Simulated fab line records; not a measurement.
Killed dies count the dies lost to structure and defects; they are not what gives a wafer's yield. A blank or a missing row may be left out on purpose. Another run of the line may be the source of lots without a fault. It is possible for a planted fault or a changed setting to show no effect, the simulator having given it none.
3 desks looking at one fault / flow nand harc / each desk holds nothing but its own numbers, with what lay behind them at the end

== THE METROLOGY DESK ==
Means of the sampled wafers that have a number, per lot and without regard to the tool the lot ran on: this is what the gauges read. Marked OUT: a lot whose mean sits more than 4 standard deviations from the usual mean, which makes it out of limits; the brackets give that distance.
Columns: A = cd nm at NHARC_A_CHANNEL_HOLE_D1_CD_MEAS_10, usual 100.0 nm; B = cd nm at NHARC_A_CHANNEL_HOLE_D1_CD_MEAS_18, usual 99.2 nm; C = cd nm at NHARC_A_CHANNEL_HOLE_D1_CD_MEAS_30, usual 90.6 nm
lot=L429; first seen here=day 8 11:28; A=99.9; B=98.2; C=89.8
lot=L430; first seen here=day 9 01:04; A=100.4; B=101.2; C=92.0
lot=L432; first seen here=day 9 15:11; A=99.9; B=98.9; C=90.7
lot=L434; first seen here=day 10 11:57; A=99.2; B=98.5; C=91.1
lot=L438; first seen here=day 12 00:19; A=86.6 (-29) OUT; B=86.0 (-6.3) OUT; C=76.8 (-11) OUT
lot=L437; first seen here=day 12 00:48; A=99.3; B=98.0; C=88.7
lot=L439; first seen here=day 12 21:45; A=86.2 (-30) OUT; B=87.3 (-5.7) OUT; C=76.1 (-11) OUT
lot=L440; first seen here=day 12 23:45; A=100.2; B=101.4; C=92.3
lot=L443; first seen here=day 14 16:00; A=99.6; B=99.3; C=90.0
lot=L446; first seen here=day 15 18:29; A=100.3; B=96.0; C=91.4
lot=L448; first seen here=day 16 12:11; A=100.6; B=100.0; C=92.7
lot=L449; first seen here=day 17 06:47; A=100.3; B=97.9; C=90.5
lot=L452; first seen here=day 18 00:29; A=99.9; B=98.6; C=89.2
lot=L451; first seen here=day 18 00:40; A=100.4; B=99.0; C=92.3
This desk finds L438, L439 out of limits, L438 being first, at day 12 00:19 (cd nm at NHARC_A_CHANNEL_HOLE_D1_CD_MEAS_10). Within limits: L429, L430, L432, L434, L437, L440, L443, L446, L448, L449, L452, L451.

== DESK OF THE TOOL OWNER: litho track-06 ==
The tool's own readings at NHARC_A_CHANNEL_HOLE_D1_PEB_08 (peb time 65 s): means of the sampled wafers that have a number, for each lot that ran on this tool. Marked OUT: a lot whose mean sits more than 4 standard deviations from the usual mean, which makes it out of limits; the brackets give that distance.
Columns: A = heater power total W at NHARC_A_CHANNEL_HOLE_D1_PEB_08, usual 156.6 W; B = plate temp C at NHARC_A_CHANNEL_HOLE_D1_PEB_08, usual 100.03 C
lot=L432; first seen here=day 9 15:07; A=156.4; B=100.13
lot=L434; first seen here=day 10 11:53; A=157.1; B=100.12
lot=L438; first seen here=day 12 00:14; A=147.5 (-21) OUT; B=95.64 (-37) OUT
lot=L439; first seen here=day 12 21:40; A=147.5 (-21) OUT; B=95.95 (-34) OUT
lot=L452; first seen here=day 18 00:25; A=156.3; B=100.00
This desk finds L438, L439 out of limits, L438 being first, at day 12 00:14 (heater power total W at NHARC_A_CHANNEL_HOLE_D1_PEB_08). Within limits: L432, L434, L452.

== THE DEFECT DESK ==
What the inspections along the route counted, lot by lot: means of the sampled wafers that have a number. Marked OUT: a lot whose mean sits more than 4 standard deviations from the usual mean, which makes it out of limits; the brackets give that distance.
Columns: A = raw defect count at NHARC_A_CHANNEL_HOLE_D1_INSPECT_12, usual 4.7
lot=L429; first seen here=day 8 11:35; A=5.3
lot=L430; first seen here=day 9 01:11; A=5.0
lot=L432; first seen here=day 9 15:19; A=5.3
lot=L434; first seen here=day 10 12:05; A=4.3
lot=L438; first seen here=day 12 00:26; A=3.7
lot=L437; first seen here=day 12 00:55; A=5.0
lot=L439; first seen here=day 12 21:53; A=6.3
lot=L440; first seen here=day 12 23:52; A=2.7
lot=L443; first seen here=day 14 16:07; A=5.3
lot=L446; first seen here=day 15 18:37; A=4.0
lot=L448; first seen here=day 16 12:19; A=4.7
lot=L449; first seen here=day 17 06:55; A=4.0
lot=L452; first seen here=day 18 00:37; A=5.0
lot=L451; first seen here=day 18 00:47; A=3.0
Result from this desk: across the 14 lots, nothing is out of limits.

== TAKEN TOGETHER ==
At day 12 00:14, on L438, L439, the tool owner's desk was in a position to raise an alarm.
The metrology desk could have raised an alarm at day 12 00:19, on L438, L439.
Nothing out of limits was seen by the defect desk.
The defect desk has L438, L439 on record, within its limits.
Every lot named ran NHARC_A_CHANNEL_HOLE_D1_PEB_08 on litho track-06.

== WHAT HAD BEEN PUT IN BY THE SIMULATOR ==
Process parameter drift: litho track-06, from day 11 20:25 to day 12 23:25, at NHARC_A_CHANNEL_HOLE_D1_PEB_08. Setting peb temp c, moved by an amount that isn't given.
Struck lots among those shown: L438, L439.
Delay (hours) between the fault's onset and each desk's first out-of-limits reading: 4 at the tool owner's desk, 4 at the metrology desk.
